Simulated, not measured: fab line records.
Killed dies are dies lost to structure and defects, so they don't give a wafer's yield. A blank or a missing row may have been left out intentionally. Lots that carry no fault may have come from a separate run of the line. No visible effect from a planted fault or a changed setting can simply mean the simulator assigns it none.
Which tool did it? :: flow n5_finfet :: Sampling: 10 lots, 30 wafers, 7 of 1938 route steps

## WHAT THE GAUGES READ, wafer by wafer
N5_STI_FIN_REVEAL_THK_MEAS_05.
lot: L805
measured: day 2 10:11
on: film_metro-01
thk_nm (nm): 133.2 132.3 135.3

lot: L806
measured: day 2 15:25
on: film_metro-02
thk_nm (nm): 134.2 131.2 133.2

lot: L809
measured: day 3 11:52
on: film_metro-01
thk_nm (nm): 133.0 131.8 131.0

lot: L812
measured: day 4 05:08
on: film_metro-01
thk_nm (nm): 131.7 133.3 132.6

lot: L814
measured: day 4 14:43
on: film_metro-01
thk_nm (nm): 133.8 132.6 133.4

lot: L816
measured: day 5 04:18
on: film_metro-01
thk_nm (nm): 133.3 130.5 132.4

lot: L818
measured: day 5 17:47
on: film_metro-01
thk_nm (nm): 131.7 132.5 131.6

lot: L819
measured: day 5 21:56
on: film_metro-01
thk_nm (nm): 131.6 130.9 132.3

lot: L820
measured: day 6 03:16
on: film_metro-01
thk_nm (nm): 133.8 133.1 132.7

lot: L828
measured: day 8 06:04
on: film_metro-01
thk_nm (nm): 132.4 132.4 134.6

N5_DUMMY_GATE_THK_MEAS_05.
lot: L805
measured: day 2 18:23
on: film_metro-01
thk_nm (nm): 71.4 72.0 70.6

lot: L806
measured: day 3 01:57
on: film_metro-01
thk_nm (nm): 73.6 73.8 73.6

lot: L809
measured: day 3 19:22
on: film_metro-01
thk_nm (nm): 72.9 72.9 73.1

lot: L812
measured: day 4 13:36
on: film_metro-02
thk_nm (nm): 72.9 73.5 72.9

lot: L814
measured: day 4 22:16
on: film_metro-01
thk_nm (nm): 74.0 74.9 72.8

lot: L816
measured: day 5 12:17
on: film_metro-02
thk_nm (nm): 71.6 72.8 72.6

lot: L818
measured: day 6 01:42
on: film_metro-01
thk_nm (nm): 2.0 2.0 2.0

lot: L819
measured: day 6 06:50
on: film_metro-01
thk_nm (nm): 2.0 2.0 2.0

lot: L820
measured: day 6 10:44
on: film_metro-01
thk_nm (nm): 2.0 2.0 2.0

lot: L828
measured: day 8 13:38
on: film_metro-02
thk_nm (nm): 73.1 74.0 73.3

N5_DUMMY_GATE_CD_MEAS_24: target cd 15 nm.
lot: L805
measured: day 3 03:05
on: cd_sem-02
cd_nm (nm): 15.6 15.4 15.4

lot: L806
measured: day 3 07:20
on: cd_sem-01
cd_nm (nm): 13.9 14.4 14.6

lot: L809
measured: day 4 05:38
on: cd_sem-03
cd_nm (nm): 14.4 14.8 15.6

lot: L812
measured: day 4 19:01
on: cd_sem-01
cd_nm (nm): 14.8 15.5 15.0

lot: L814
measured: day 5 03:34
on: cd_sem-01
cd_nm (nm): 14.9 14.4 15.0

lot: L816
measured: day 5 17:42
on: cd_sem-03
cd_nm (nm): 15.1 14.5 14.3

lot: L818
measured: day 6 09:10
on: cd_sem-01
cd_nm (nm): - - -

lot: L819
measured: day 6 15:12
on: cd_sem-01
cd_nm (nm): - - -

lot: L820
measured: day 6 16:31
on: cd_sem-03
cd_nm (nm): - - -

lot: L828
measured: day 8 20:02
on: cd_sem-03
cd_nm (nm): 15.0 14.3 14.5

N5_BEOL_M4_RC_MEAS_101.
lot: L805
measured: day 7 19:36
on: prober-01
DIBL_N (mV/V): 34.5 34.9 33.1
DIBL_P (mV/V): 32.9 34.7 31.6
IOFF_N (nA/um): 0.12 0.14 0.10
IOFF_P (nA/um): 0.18 0.21 0.16
ION_N (uA/um): 675 687 660
ION_P (uA/um): 460 476 457
SS_N (mV/dec): 70.9 71.1 70.9
SS_P (mV/dec): 72.8 73.2 72.6
VT_N (mV): 253 248 257
VT_P (mV): -251 -250 -252

lot: L806
measured: day 8 12:59
on: prober-02
DIBL_N (mV/V): 38.3 38.4 36.6
DIBL_P (mV/V): 40.1 40.2 36.9
IOFF_N (nA/um): 0.21 0.22 0.18
IOFF_P (nA/um): 0.31 0.31 0.25
ION_N (uA/um): 678 695 681
ION_P (uA/um): 466 481 471
SS_N (mV/dec): 72.6 71.9 72.8
SS_P (mV/dec): 74.4 74.1 73.3
VT_N (mV): 250 245 249
VT_P (mV): -246 -244 -246

lot: L809
measured: day 9 01:49
on: prober-02
DIBL_N (mV/V): 38.4 35.4 36.1
DIBL_P (mV/V): 38.6 36.4 35.7
IOFF_N (nA/um): 0.18 0.14 0.14
IOFF_P (nA/um): 0.23 0.21 0.20
ION_N (uA/um): 680 681 662
ION_P (uA/um): 461 466 459
SS_N (mV/dec): 72.2 71.0 72.2
SS_P (mV/dec): 74.0 73.9 73.5
VT_N (mV): 251 251 252
VT_P (mV): -250 -249 -251

lot: L812
measured: day 10 11:35
on: prober-02
DIBL_N (mV/V): 38.5 36.0 36.5
DIBL_P (mV/V): 39.7 35.4 36.6
IOFF_N (nA/um): 0.21 0.16 0.16
IOFF_P (nA/um): 0.28 0.20 0.22
ION_N (uA/um): 699 676 683
ION_P (uA/um): 476 465 466
SS_N (mV/dec): 71.8 70.9 71.2
SS_P (mV/dec): 74.3 72.7 73.5
VT_N (mV): 246 249 249
VT_P (mV): -244 -248 -249

lot: L814
measured: day 10 14:26
on: prober-01
DIBL_N (mV/V): 36.7 38.7 34.5
DIBL_P (mV/V): 37.1 39.7 34.2
IOFF_N (nA/um): 0.16 0.20 0.11
IOFF_P (nA/um): 0.21 0.26 0.17
ION_N (uA/um): 675 681 657
ION_P (uA/um): 461 468 457
SS_N (mV/dec): 72.2 72.9 70.7
SS_P (mV/dec): 73.9 74.5 72.2
VT_N (mV): 250 247 252
VT_P (mV): -251 -246 -253

lot: L816
measured: day 11 11:32
on: prober-01
DIBL_N (mV/V): 36.3 36.8 36.6
DIBL_P (mV/V): 37.6 37.1 36.7
IOFF_N (nA/um): 0.17 0.16 0.16
IOFF_P (nA/um): 0.22 0.21 0.20
ION_N (uA/um): 675 675 678
ION_P (uA/um): 460 460 462
SS_N (mV/dec): 71.7 70.9 71.9
SS_P (mV/dec): 72.8 73.0 73.3
VT_N (mV): 248 251 249
VT_P (mV): -250 -251 -254

lot: L828
measured: day 15 12:26
on: prober-01
DIBL_N (mV/V): 35.8 37.7 35.5
DIBL_P (mV/V): 36.4 38.7 36.3
IOFF_N (nA/um): 0.18 0.19 0.16
IOFF_P (nA/um): 0.24 0.26 0.23
ION_N (uA/um): 683 674 682
ION_P (uA/um): 470 460 472
SS_N (mV/dec): 71.4 72.8 71.3
SS_P (mV/dec): 73.4 73.5 73.2
VT_N (mV): 247 246 249
VT_P (mV): -247 -248 -247

## WHAT TOOL EACH LOT RAN ON (gives the tool, then ch and the chambers of the sampled wafers, and finally the start)
lot: L805
N5_STI_FIN_REVEAL_CMP_04: cmp-03 ch 1,2,3, day 2 09:58
N5_STI_FIN_REVEAL_OXIDATION_31: plasma_asher-01 ch 0,1, day 2 12:49
N5_DUMMY_GATE_CVD_03: lpcvd-02 ch 0/100,0/109,0/90, day 2 14:24

lot: L806
N5_STI_FIN_REVEAL_CMP_04: cmp-03 ch 0,1,3, day 2 15:11
N5_STI_FIN_REVEAL_OXIDATION_31: plasma_asher-02 ch 0,1, day 2 18:35
N5_DUMMY_GATE_CVD_03: lpcvd-02 ch 0/45,0/54,0/64, day 2 21:58

lot: L809
N5_STI_FIN_REVEAL_CMP_04: cmp-02 ch 0,1, day 3 11:34
N5_STI_FIN_REVEAL_OXIDATION_31: plasma_asher-02 ch 0, day 3 14:34
N5_DUMMY_GATE_CVD_03: lpcvd-02 ch 0/70,0/79,0/89, day 3 15:24

lot: L812
N5_STI_FIN_REVEAL_CMP_04: cmp-03 ch 1,2,3, day 4 04:55
N5_STI_FIN_REVEAL_OXIDATION_31: plasma_asher-01 ch 0,1, day 4 07:50
N5_DUMMY_GATE_CVD_03: lpcvd-01 ch 1/114,1/90,1/95, day 4 09:38

lot: L814
N5_STI_FIN_REVEAL_CMP_04: cmp-03 ch 1,3, day 4 14:28
N5_STI_FIN_REVEAL_OXIDATION_31: plasma_asher-01 ch 0,1, day 4 17:28
N5_DUMMY_GATE_CVD_03: lpcvd-01 ch 0/70,0/79,0/89, day 4 18:18

lot: L816
N5_STI_FIN_REVEAL_CMP_04: cmp-01 ch 1,2, day 5 04:01
N5_STI_FIN_REVEAL_OXIDATION_31: plasma_asher-02 ch 0,1, day 5 06:59
N5_DUMMY_GATE_CVD_03: lpcvd-01 ch 1/70,1/84,1/89, day 5 08:18

lot: L818
N5_STI_FIN_REVEAL_CMP_04: cmp-02 ch 0,1,3, day 5 17:29
N5_STI_FIN_REVEAL_OXIDATION_31: plasma_asher-01 ch 0, day 5 20:40
N5_DUMMY_GATE_CVD_03: lpcvd-02 ch 1/70,1/75,1/89, day 5 21:43

lot: L819
N5_STI_FIN_REVEAL_CMP_04: cmp-03 ch 0,1,3, day 5 21:38
N5_STI_FIN_REVEAL_OXIDATION_31: plasma_asher-02 ch 0,1, day 6 00:35
N5_DUMMY_GATE_CVD_03: lpcvd-01 ch 1/70,1/75,1/79, day 6 02:52

lot: L820
N5_STI_FIN_REVEAL_CMP_04: cmp-03 ch 1,3, day 6 02:59
N5_STI_FIN_REVEAL_OXIDATION_31: plasma_asher-01 ch 0,1, day 6 05:55
N5_DUMMY_GATE_CVD_03: lpcvd-01 ch 1/104,1/114,1/90, day 6 06:46

lot: L828
N5_STI_FIN_REVEAL_CMP_04: cmp-01 ch 1,2,3, day 8 05:51
N5_STI_FIN_REVEAL_OXIDATION_31: plasma_asher-01 ch 0,1, day 8 08:47
N5_DUMMY_GATE_CVD_03: lpcvd-02 ch 1/50,1/54,1/59, day 8 09:37
- N5_STI_FIN_REVEAL_CMP_04: polishes, stops on Si3N4, t overpolish 4 s, target thk 131.83 nm.
- N5_STI_FIN_REVEAL_OXIDATION_31: chemistry O2 PLASMA REMOTE, time 20 s.
- N5_DUMMY_GATE_CVD_03: deposits a-Si from SiH4, target thk 150 nm, time 8042 s.

## WHAT THE TOOLS THEMSELVES READ (means of the sampled wafers that have a number; where no wafer has one, the mark that the record gives instead)
N5_STI_FIN_REVEAL_CMP_04.
lot: L805
tool: cmp-03
edge_zone_pressure_frac: 0.994
motor_current_A (A): 7.8
overpolish_run_s (s): 3.997
pad_life_wafers: 1928
time_to_endpoint_s (s): 115

lot: L806
tool: cmp-03
edge_zone_pressure_frac: 1.000
motor_current_A (A): 7.5
overpolish_run_s (s): 3.998
pad_life_wafers: 1970
time_to_endpoint_s (s): 117

lot: L809
tool: cmp-02
edge_zone_pressure_frac: 0.999
motor_current_A (A): 9.4
overpolish_run_s (s): 4.001
pad_life_wafers: 1554
time_to_endpoint_s (s): 109

lot: L812
tool: cmp-03
edge_zone_pressure_frac: 1.000
motor_current_A (A): 7.8
overpolish_run_s (s): 4.011
pad_life_wafers: 110
time_to_endpoint_s (s): 104

lot: L814
tool: cmp-03
edge_zone_pressure_frac: 1.005
motor_current_A (A): 8.1
overpolish_run_s (s): 4.004
pad_life_wafers: 194
time_to_endpoint_s (s): 105

lot: L816
tool: cmp-01
edge_zone_pressure_frac: 0.999
motor_current_A (A): 8.3
overpolish_run_s (s): 4.001
pad_life_wafers: 1182
time_to_endpoint_s (s): 104

lot: L818
tool: cmp-02
edge_zone_pressure_frac: 1.001
motor_current_A (A): 8.8
overpolish_run_s (s): 3.999
pad_life_wafers: 1964
time_to_endpoint_s (s): 110

lot: L819
tool: cmp-03
edge_zone_pressure_frac: 0.997
motor_current_A (A): 7.8
overpolish_run_s (s): 4.004
pad_life_wafers: 409
time_to_endpoint_s (s): 107

lot: L820
tool: cmp-03
edge_zone_pressure_frac: 1.003
motor_current_A (A): 7.8
overpolish_run_s (s): 4.001
pad_life_wafers: 445
time_to_endpoint_s (s): 109

lot: L828
tool: cmp-01
edge_zone_pressure_frac: 1.005
motor_current_A (A): 7.9
overpolish_run_s (s): 3.999
pad_life_wafers: 1790
time_to_endpoint_s (s): 111

N5_STI_FIN_REVEAL_OXIDATION_31.
lot: L805
tool: plasma_asher-01
drypump_motor_current_A (A): 5.25
heater_power_w (W): 129

lot: L806
tool: plasma_asher-02
drypump_motor_current_A (A): 5.32
heater_power_w (W): 165

lot: L809
tool: plasma_asher-02
drypump_motor_current_A (A): 5.38
heater_power_w (W): 170

lot: L812
tool: plasma_asher-01
drypump_motor_current_A (A): 5.26
heater_power_w (W): 131

lot: L814
tool: plasma_asher-01
drypump_motor_current_A (A): 5.03
heater_power_w (W): 137

lot: L816
tool: plasma_asher-02
drypump_motor_current_A (A): 5.34
heater_power_w (W): 167

lot: L818
tool: plasma_asher-01
drypump_motor_current_A (A): 4.82
heater_power_w (W): 145

lot: L819
tool: plasma_asher-02
drypump_motor_current_A (A): 5.26
heater_power_w (W): 158

lot: L820
tool: plasma_asher-01
drypump_motor_current_A (A): 5.25
heater_power_w (W): 128

lot: L828
tool: plasma_asher-01
drypump_motor_current_A (A): 5.04
heater_power_w (W): 136

N5_DUMMY_GATE_CVD_03.
lot: L805
tool: lpcvd-02
spike_tc_bottom_C (C): 555.0
spike_tc_centre_C (C): 529.1
spike_tc_lower_C (C): 530.6

lot: L806
tool: lpcvd-02
spike_tc_bottom_C (C): 554.0
spike_tc_centre_C (C): 529.8
spike_tc_lower_C (C): 530.2

lot: L809
tool: lpcvd-02
spike_tc_bottom_C (C): 554.5
spike_tc_centre_C (C): 529.3
spike_tc_lower_C (C): 530.2

lot: L812
tool: lpcvd-01
spike_tc_bottom_C (C): 552.2
spike_tc_centre_C (C): 531.7
spike_tc_lower_C (C): 531.5

lot: L814
tool: lpcvd-01
spike_tc_bottom_C (C): 549.3
spike_tc_centre_C (C): 529.9
spike_tc_lower_C (C): 532.0

lot: L816
tool: lpcvd-01
spike_tc_bottom_C (C): 553.2
spike_tc_centre_C (C): 531.4
spike_tc_lower_C (C): 531.4

lot: L818
tool: lpcvd-02
spike_tc_bottom_C (C): -
spike_tc_centre_C (C): -
spike_tc_lower_C (C): -

lot: L819
tool: lpcvd-01
spike_tc_bottom_C (C): -
spike_tc_centre_C (C): -
spike_tc_lower_C (C): -

lot: L820
tool: lpcvd-01
spike_tc_bottom_C (C): -
spike_tc_centre_C (C): -
spike_tc_lower_C (C): -

lot: L828
tool: lpcvd-02
spike_tc_bottom_C (C): 552.0
spike_tc_centre_C (C): 527.9
spike_tc_lower_C (C): 529.9

## THE ANSWER, worked out from the rows above alone
Rule: the lots themselves supply what counts as usual. The widest of any qualifying gaps counts: lots, ordered by their means at a reading, are off when they make up no more than a third of the lots, leave a main group of 4 or more, and stand apart from it by 3 or more times the standard deviation of that group's means. If all means in a main group match to the digits the tables above print for the reading, that group is not used. A lot without any number at a reading at which 4 lots or more have one is off too. All remaining lots with rows at the step are treated as sound. Order of review: gauges by route order, followed by the tools' own readings, for which a lot's mean as printed above is used. The first step at which some lot is off is used, and at that step the reading that is off furthest; a lot without a number counts as furthest.
Off: L818, L819, L820, at N5_DUMMY_GATE_THK_MEAS_05 (thk_nm). Mean 73.0 nm and standard deviation 0.82 in the main group.
If a tool, at a process step before that reading, ran all the lots that are off and no sound lot after the first of them, it fits. The gauges at N5_DUMMY_GATE_THK_MEAS_05 aren't tried: what is off there is off at N5_DUMMY_GATE_CD_MEAS_24 too, on other tools, and a gauge's error can't cause that. Of those tried, none fits.

## WHAT HAD BEEN PUT IN BY THE SIMULATOR
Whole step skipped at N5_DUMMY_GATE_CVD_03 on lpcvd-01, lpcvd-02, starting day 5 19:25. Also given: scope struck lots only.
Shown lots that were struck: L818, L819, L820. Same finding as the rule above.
